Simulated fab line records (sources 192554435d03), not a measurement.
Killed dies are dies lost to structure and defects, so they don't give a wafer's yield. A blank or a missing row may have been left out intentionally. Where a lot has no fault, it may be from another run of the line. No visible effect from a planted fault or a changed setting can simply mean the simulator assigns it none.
Which tool did it? / flow n5-finfet / Sampling: 9 lots, 27 wafers, 5 of 1938 route steps

== WHAT EACH GAUGE READ, for each wafer ==
N5_BEOL_M15_CD_MEAS_10: the cd target is 360 nm.
lot=L422; measured=day 12 05:44; on=cd-sem-01; cd-nm (nm)=358.3 359.8 359.6
lot=L423; measured=day 12 13:05; on=cd-sem-03; cd-nm (nm)=359.8 360.0 359.7
lot=L424; measured=day 13 16:23; on=cd-sem-02; cd-nm (nm)=360.9 361.7 361.3
lot=L429; measured=day 14 12:01; on=cd-sem-02; cd-nm (nm)=360.2 357.6 358.4
lot=L433; measured=day 15 02:40; on=cd-sem-02; cd-nm (nm)=359.2 360.0 359.2
lot=L432; measured=day 15 16:49; on=cd-sem-02; cd-nm (nm)=359.9 360.1 360.3
lot=L441; measured=day 17 14:13; on=cd-sem-03; cd-nm (nm)=359.6 361.1 359.1
lot=L443; measured=day 18 13:01; on=cd-sem-03; cd-nm (nm)=360.7 359.0 360.7
lot=L444; measured=day 18 19:49; on=cd-sem-01; cd-nm (nm)=360.2 360.7 361.0

== EACH LOT AND THE TOOL THAT RAN IT (in order: tool; ch and the chambers of the sampled wafers; start) ==
lot=L422; N5_BEOL_M14_ETCH_59=rie-diel-05 ch 1,2, day 12 00:54; N5_BEOL_M14_VIA_ETCH_16=rie-diel-05 ch 1,2, day 12 00:57; N5_BEOL_M14_SPUTTER_43=pvd-sputter-02, day 12 03:14; N5_BEOL_M14_CMP_49=cmp-03 ch 0,2, day 12 04:36
lot=L423; N5_BEOL_M14_ETCH_59=rie-diel-02 ch 2,3, day 12 09:26; N5_BEOL_M14_VIA_ETCH_16=rie-diel-02 ch 2,3, day 12 09:29; N5_BEOL_M14_SPUTTER_43=pvd-sputter-02, day 12 11:16; N5_BEOL_M14_CMP_49=cmp-03 ch 0,1, day 12 12:04
lot=L424; N5_BEOL_M14_ETCH_59=rie-diel-04 ch 0,1, day 13 07:52; N5_BEOL_M14_VIA_ETCH_16=rie-diel-04 ch 0,1, day 13 07:55; N5_BEOL_M14_SPUTTER_43=pvd-sputter-03, day 13 13:48; N5_BEOL_M14_CMP_49=cmp-01 ch 0,1,3, day 13 15:18
lot=L429; N5_BEOL_M14_ETCH_59=rie-diel-02 ch 2,3, day 14 05:59; N5_BEOL_M14_VIA_ETCH_16=rie-diel-02 ch 2,3, day 14 06:02; N5_BEOL_M14_SPUTTER_43=pvd-sputter-02, day 14 08:23; N5_BEOL_M14_CMP_49=cmp-01 ch 1,2,3, day 14 11:03
lot=L433; N5_BEOL_M14_ETCH_59=rie-diel-05 ch 0,1, day 14 22:09; N5_BEOL_M14_VIA_ETCH_16=rie-diel-05 ch 0,1, day 14 22:12; N5_BEOL_M14_SPUTTER_43=pvd-sputter-02, day 15 00:06; N5_BEOL_M14_CMP_49=cmp-01 ch 0,3, day 15 01:30
lot=L432; N5_BEOL_M14_ETCH_59=rie-diel-05 ch 0,1, day 15 11:25; N5_BEOL_M14_VIA_ETCH_16=rie-diel-05 ch 0,1, day 15 11:28; N5_BEOL_M14_SPUTTER_43=pvd-sputter-02, day 15 14:57; N5_BEOL_M14_CMP_49=cmp-04 ch 1,3, day 15 15:46
lot=L441; N5_BEOL_M14_ETCH_59=rie-diel-05 ch 0,2,3, day 17 08:20; N5_BEOL_M14_VIA_ETCH_16=rie-diel-05 ch 0,2,3, day 17 08:23; N5_BEOL_M14_SPUTTER_43=pvd-sputter-01, day 17 12:11; N5_BEOL_M14_CMP_49=cmp-03 ch 0,1,2, day 17 12:56
lot=L443; N5_BEOL_M14_ETCH_59=rie-diel-04 ch 1,2,3, day 18 05:02; N5_BEOL_M14_VIA_ETCH_16=rie-diel-04 ch 1,2,3, day 18 05:05; N5_BEOL_M14_SPUTTER_43=pvd-sputter-01, day 18 09:57; N5_BEOL_M14_CMP_49=cmp-03 ch 0,1,2, day 18 11:50
lot=L444; N5_BEOL_M14_ETCH_59=rie-diel-04 ch 1,2,3, day 18 15:22; N5_BEOL_M14_VIA_ETCH_16=rie-diel-04 ch 1,2,3, day 18 15:25; N5_BEOL_M14_SPUTTER_43=pvd-sputter-01, day 18 17:15; N5_BEOL_M14_CMP_49=cmp-01 ch 1,3, day 18 18:39
- N5_BEOL_M14_ETCH_59: etches BARC in N2/H2, target depth 89 nm, overetch 26.7 nm, time 67.9 s.
- N5_BEOL_M14_VIA_ETCH_16: etches SiO2 in C4F8/O2/Ar, target depth 1231.3 nm.
- N5_BEOL_M14_SPUTTER_43: material TaN, target thk 15 nm, time 24.19 s.
- N5_BEOL_M14_CMP_49: polishes, stops on SiO2, t overpolish 5.2 s, target thk 560 nm.

== THE ANSWER, worked out from the rows above alone ==
Rule: the usual values come from the lots themselves. Put in order of their means at a reading, lots are off if they are a third of the lots or fewer, leave a main group of 4 or more, and stand apart from it by a gap of 3 or more times the standard deviation of the main group's means; of several such gaps the widest counts. The tables above print the reading to a certain number of digits; a main group whose means all agree to those digits is not used. A lot without any number at a reading at which 4 lots or more have one is off too. Where the step has rows for the other lots, those lots are counted as sound.
No lot is off on any of the readings shown, so nothing can be concluded from this.

== WHAT THE SIMULATOR HAD INSERTED ==
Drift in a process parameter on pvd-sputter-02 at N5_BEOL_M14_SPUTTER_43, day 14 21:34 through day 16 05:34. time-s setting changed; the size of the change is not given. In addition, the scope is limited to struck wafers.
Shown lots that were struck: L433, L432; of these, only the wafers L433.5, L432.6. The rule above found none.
